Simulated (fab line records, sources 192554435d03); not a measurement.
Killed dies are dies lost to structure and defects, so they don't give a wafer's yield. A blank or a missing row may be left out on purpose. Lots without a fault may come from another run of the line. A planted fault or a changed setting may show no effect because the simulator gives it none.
Which tool did it? | flow n5_finfet | 11 lots, 33 wafers sampled, at 3 steps of a route of 1938

WHAT THE GAUGES READ, wafer by wafer
N5_PASSIVATION_OVL_MEAS_63. Usual: PAD_OVL 2 nm, standard deviation 4.8.
lot  | measured     | on         | PAD_OVL (nm) | flag
L108 | day 12 11:22 | overlay-01 | 6 0 15       |
L110 | day 12 22:05 | overlay-01 | 0 -1 -9      |
L111 | day 13 04:23 | overlay-02 | -3 5 6       |
L112 | day 13 23:25 | overlay-01 | 8 3 6        |
L113 | day 13 21:23 | overlay-02 | 6 7 1        |
L119 | day 15 21:11 | overlay-02 | -1 -3 -2     |
L125 | day 16 14:28 | overlay-02 | 1 1 3        |
L126 | day 17 17:47 | overlay-01 | 4 3 2        |
L127 | day 18 17:07 | overlay-01 | 4 2 0        |
L128 | day 17 22:17 | overlay-02 | 1 4 -1       |
L129 | day 18 01:05 | overlay-01 | 2 -1 8       |

WHICH TOOL RAN EACH LOT (tool, then ch and the chambers of the sampled wafers, then the start)
lot  | N5_BEOL_M3_PRE_CLEAN_45      | N5_PASSIVATION_AL_DEP_21
L108 | pvd_sputter-01, day 7 11:58  | pvd_sputter-03, day 12 10:51
L110 | pvd_sputter-02, day 8 04:23  | pvd_sputter-03, day 12 21:35
L111 | pvd_sputter-03, day 8 09:17  | pvd_sputter-03, day 13 03:53
L112 | pvd_sputter-01, day 9 02:17  | pvd_sputter-03, day 13 22:55
L113 | pvd_sputter-01, day 9 03:19  | pvd_sputter-01, day 13 20:46
L119 | pvd_sputter-01, day 10 23:35 | pvd_sputter-03, day 15 20:41
L125 | pvd_sputter-03, day 11 13:28 | pvd_sputter-01, day 16 13:50
L126 | pvd_sputter-02, day 12 05:06 | pvd_sputter-01, day 17 17:17
L127 | pvd_sputter-03, day 12 23:55 | pvd_sputter-02, day 18 16:37
L128 | pvd_sputter-03, day 13 00:07 | pvd_sputter-02, day 17 21:47
L129 | pvd_sputter-02, day 13 04:21 | pvd_sputter-01, day 18 00:34
- N5_BEOL_M3_PRE_CLEAN_45: time 30 s.
- N5_PASSIVATION_AL_DEP_21: deposits Al, target thk 2800 nm, time 170 s.

WHAT THE TOOLS THEMSELVES READ (means of the sampled wafers that have a number; where no wafer has one, the mark that the record gives instead)
N5_BEOL_M3_PRE_CLEAN_45. Usual: heater_power_w 326 W, standard deviation 25.
lot  | tool           | heater_power_w (W) | flag
L108 | pvd_sputter-01 | 321                |
L110 | pvd_sputter-02 | 351                |
L111 | pvd_sputter-03 | 332                |
L112 | pvd_sputter-01 | 319                |
L113 | pvd_sputter-01 | 319                |
L119 | pvd_sputter-01 | 318                |
L125 | pvd_sputter-03 | 330                |
L126 | pvd_sputter-02 | 325                |
L127 | pvd_sputter-03 | 331                |
L128 | pvd_sputter-03 | 307                |
L129 | pvd_sputter-02 | 359                |

N5_PASSIVATION_AL_DEP_21. Usual: cathode_dc_power_W 30000 W, standard deviation 5.4; throttle_valve_pct 29.9 %, standard deviation 1.1.
lot  | tool           | cathode_dc_power_W (W) | throttle_valve_pct (%) | flag
L108 | pvd_sputter-03 | 30002                  | 29.2                   |
L110 | pvd_sputter-03 | 29998                  | 28.8                   |
L111 | pvd_sputter-03 | 30000                  | 29.1                   |
L112 | pvd_sputter-03 | 29992                  | 29.6                   |
L113 | pvd_sputter-01 | 30002                  | 29.5                   |
L119 | pvd_sputter-03 | 29996                  | 29.6                   |
L125 | pvd_sputter-01 | 30004                  | 30.7                   |
L126 | pvd_sputter-01 | 30006                  | 29.7                   |
L127 | pvd_sputter-02 | 29997                  | 31.3                   |
L128 | pvd_sputter-02 | 30005                  | 31.1                   |
L129 | pvd_sputter-01 | 30000                  | 30.5                   |

THE ANSWER, worked out from the rows above alone
Rule: a lot is off if the mean of its wafers that have a number lies more than 3 standard deviations from the usual mean. A lot without any number at a reading at which 4 lots or more have one is off too. The other lots that the step has rows for count as sound. The gauges are gone through in route order, then the tools' own readings, and for those a lot's mean is taken as printed above. The first step at which some lot is off is used, and at that step the reading that is off furthest; a lot without a number counts as furthest.
No lot is off at any reading shown: from this, nothing can be told.

WHAT THE SIMULATOR HAD PUT IN
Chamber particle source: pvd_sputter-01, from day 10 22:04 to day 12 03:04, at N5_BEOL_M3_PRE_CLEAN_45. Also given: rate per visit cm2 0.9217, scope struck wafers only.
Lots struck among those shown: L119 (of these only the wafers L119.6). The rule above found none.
